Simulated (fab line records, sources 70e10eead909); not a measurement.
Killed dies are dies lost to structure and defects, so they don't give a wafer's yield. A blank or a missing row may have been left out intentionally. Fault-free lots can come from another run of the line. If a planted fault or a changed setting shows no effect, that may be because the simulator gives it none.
Which of the tools did it? || flow nand harc || 36 wafers from 12 lots sampled at 6 of the route's 1159 steps

WHAT THE GAUGES SHOWED, per wafer
NHARC_P_CONTACT_INSPECT_27.
{"lot": "L076", "measured": "day 6 04:42", "on": "defect inspect-02", "raw defect count": "253 192 458"}
{"lot": "L078", "measured": "day 6 21:31", "on": "defect inspect-01", "raw defect count": "349 242 197"}
{"lot": "L079", "measured": "day 7 03:10", "on": "defect inspect-02", "raw defect count": "133 123 172"}
{"lot": "L082", "measured": "day 7 15:52", "on": "defect inspect-02", "raw defect count": "263 291 155"}
{"lot": "L083", "measured": "day 8 05:03", "on": "defect inspect-02", "raw defect count": "278 256 189"}
{"lot": "L085", "measured": "day 8 22:31", "on": "defect inspect-01", "raw defect count": "396 229 225"}
{"lot": "L087", "measured": "day 8 23:22", "on": "defect inspect-02", "raw defect count": "139 154 341"}
{"lot": "L089", "measured": "day 9 14:40", "on": "defect inspect-01", "raw defect count": "287 322 359"}
{"lot": "L091", "measured": "day 10 05:05", "on": "defect inspect-02", "raw defect count": "301 268 222"}
{"lot": "L092", "measured": "day 10 22:26", "on": "defect inspect-02", "raw defect count": "252 289 261"}
{"lot": "L095", "measured": "day 11 00:34", "on": "defect inspect-02", "raw defect count": "276 284 407"}
{"lot": "L097", "measured": "day 11 14:35", "on": "defect inspect-01", "raw defect count": "218 345 303"}

WHICH TOOL RAN EACH LOT (tool, then ch and the chambers of the sampled wafers, then the start)
{"lot": "L076", "NHARC_P_GATE_HM_DEP_102": "acl dep-02 ch 0, day 4 23:18", "NHARC_P_GATE_DESCUM_48": "rie diel-07 ch 0,3, day 5 14:23", "NHARC_P_GATE_STRIP_76": "plasma asher-01 ch 0,1, day 5 16:52", "NHARC_P_GATE_DESCUM_93": "rie diel-13 ch 1,2,3, day 5 17:55", "NHARC_P_GATE_DEGAS_109": "pvd sputter-03, day 5 19:54"}
{"lot": "L078", "NHARC_P_GATE_HM_DEP_102": "acl dep-02 ch 0, day 5 13:07", "NHARC_P_GATE_DESCUM_48": "rie diel-07 ch 1,3, day 6 05:26", "NHARC_P_GATE_STRIP_76": "plasma asher-02 ch 0,1, day 6 08:24", "NHARC_P_GATE_DESCUM_93": "rie diel-13 ch 0,2, day 6 09:38", "NHARC_P_GATE_DEGAS_109": "pvd sputter-02, day 6 12:19"}
{"lot": "L079", "NHARC_P_GATE_HM_DEP_102": "acl dep-03 ch 0, day 5 20:56", "NHARC_P_GATE_DESCUM_48": "rie diel-07 ch 0,2,3, day 6 10:41", "NHARC_P_GATE_STRIP_76": "plasma asher-02 ch 0,1, day 6 13:58", "NHARC_P_GATE_DESCUM_93": "rie diel-13 ch 1,2,3, day 6 15:03", "NHARC_P_GATE_DEGAS_109": "pvd sputter-03, day 6 17:01"}
{"lot": "L082", "NHARC_P_GATE_HM_DEP_102": "acl dep-02 ch 0, day 6 13:35", "NHARC_P_GATE_DESCUM_48": "rie diel-11 ch 1,2, day 7 02:43", "NHARC_P_GATE_STRIP_76": "plasma asher-02 ch 0,1, day 7 06:13", "NHARC_P_GATE_DESCUM_93": "rie diel-13 ch 0,3, day 7 07:10", "NHARC_P_GATE_DEGAS_109": "pvd sputter-02, day 7 09:19"}
{"lot": "L083", "NHARC_P_GATE_HM_DEP_102": "acl dep-03 ch 0, day 6 21:20", "NHARC_P_GATE_DESCUM_48": "rie diel-13 ch 1,2,3, day 7 10:49", "NHARC_P_GATE_STRIP_76": "plasma asher-02 ch 0,1, day 7 14:11", "NHARC_P_GATE_DESCUM_93": "rie diel-07 ch 1,3, day 7 15:09", "NHARC_P_GATE_DEGAS_109": "pvd sputter-03, day 7 17:22"}
{"lot": "L085", "NHARC_P_GATE_HM_DEP_102": "acl dep-01 ch 0, day 7 13:08", "NHARC_P_GATE_DESCUM_48": "rie diel-11 ch 0,3, day 8 02:20", "NHARC_P_GATE_STRIP_76": "plasma asher-02 ch 0,1, day 8 04:50", "NHARC_P_GATE_DESCUM_93": "rie diel-13 ch 0,2, day 8 05:53", "NHARC_P_GATE_DEGAS_109": "pvd sputter-03, day 8 07:59"}
{"lot": "L087", "NHARC_P_GATE_HM_DEP_102": "acl dep-02 ch 0, day 7 22:12", "NHARC_P_GATE_DESCUM_48": "rie diel-13 ch 0,1,3, day 8 11:46", "NHARC_P_GATE_STRIP_76": "plasma asher-01 ch 1, day 8 14:21", "NHARC_P_GATE_DESCUM_93": "rie diel-13 ch 0,1,2, day 8 15:27", "NHARC_P_GATE_DEGAS_109": "pvd sputter-01, day 8 17:26"}
{"lot": "L089", "NHARC_P_GATE_HM_DEP_102": "acl dep-01 ch 0, day 8 05:46", "NHARC_P_GATE_DESCUM_48": "rie diel-13 ch 0,2,3, day 8 19:20", "NHARC_P_GATE_STRIP_76": "plasma asher-01 ch 0,1, day 8 21:58", "NHARC_P_GATE_DESCUM_93": "rie diel-07 ch 1,2,3, day 8 23:04", "NHARC_P_GATE_DEGAS_109": "pvd sputter-02, day 9 01:47"}
{"lot": "L091", "NHARC_P_GATE_HM_DEP_102": "acl dep-01 ch 0, day 8 17:55", "NHARC_P_GATE_DESCUM_48": "rie diel-13 ch 2,3, day 9 07:47", "NHARC_P_GATE_STRIP_76": "plasma asher-01 ch 0,1, day 9 10:23", "NHARC_P_GATE_DESCUM_93": "rie diel-13 ch 0,1,3, day 9 11:31", "NHARC_P_GATE_DEGAS_109": "pvd sputter-01, day 9 23:20"}
{"lot": "L092", "NHARC_P_GATE_HM_DEP_102": "acl dep-02 ch 0, day 9 12:02", "NHARC_P_GATE_DESCUM_48": "rie diel-13 ch 0,3, day 10 01:58", "NHARC_P_GATE_STRIP_76": "plasma asher-02 ch 0,1, day 10 04:16", "NHARC_P_GATE_DESCUM_93": "rie diel-11 ch 1,2,3, day 10 05:22", "NHARC_P_GATE_DEGAS_109": "pvd sputter-01, day 10 07:55"}
{"lot": "L095", "NHARC_P_GATE_HM_DEP_102": "acl dep-01 ch 0, day 9 23:31", "NHARC_P_GATE_DESCUM_48": "rie diel-13 ch 2,3, day 10 12:56", "NHARC_P_GATE_STRIP_76": "plasma asher-02 ch 0,1, day 10 15:17", "NHARC_P_GATE_DESCUM_93": "rie diel-13 ch 1,2, day 10 16:15", "NHARC_P_GATE_DEGAS_109": "pvd sputter-02, day 10 18:18"}
{"lot": "L097", "NHARC_P_GATE_HM_DEP_102": "acl dep-01 ch 0, day 10 11:36", "NHARC_P_GATE_DESCUM_48": "rie diel-11 ch 0,3, day 11 03:16", "NHARC_P_GATE_STRIP_76": "plasma asher-02 ch 0,1, day 11 05:40", "NHARC_P_GATE_DESCUM_93": "rie diel-13 ch 0,2,3, day 11 06:38", "NHARC_P_GATE_DEGAS_109": "pvd sputter-02, day 11 08:36"}
- NHARC_P_GATE_HM_DEP_102: deposits aC, target thk 120 nm.
- NHARC_P_GATE_DESCUM_48: chemistry O2, time 3 s.
- NHARC_P_GATE_STRIP_76: strips in O2.
- NHARC_P_GATE_DESCUM_93: chemistry O2, time 3 s.
- NHARC_P_GATE_DEGAS_109: time 60 s.

THE ANSWER, worked out from the rows above alone
Rule: usual is defined by the lots themselves. Put in order of their means at a reading, lots are off if they are a third of the lots or fewer, leave a main group of 4 or more, and stand apart from it by a gap of 3 or more times the standard deviation of the main group's means; of several such gaps the widest counts. A main group is skipped when, at the precision printed for the reading in the tables above, its means are all equal. A lot without any number at a reading at which 4 lots or more have one is off too. Where the step has rows for the other lots, those lots are counted as sound.
None of the lots is off at any reading shown; this tells nothing.

WHAT THE SIMULATOR HAD INSERTED
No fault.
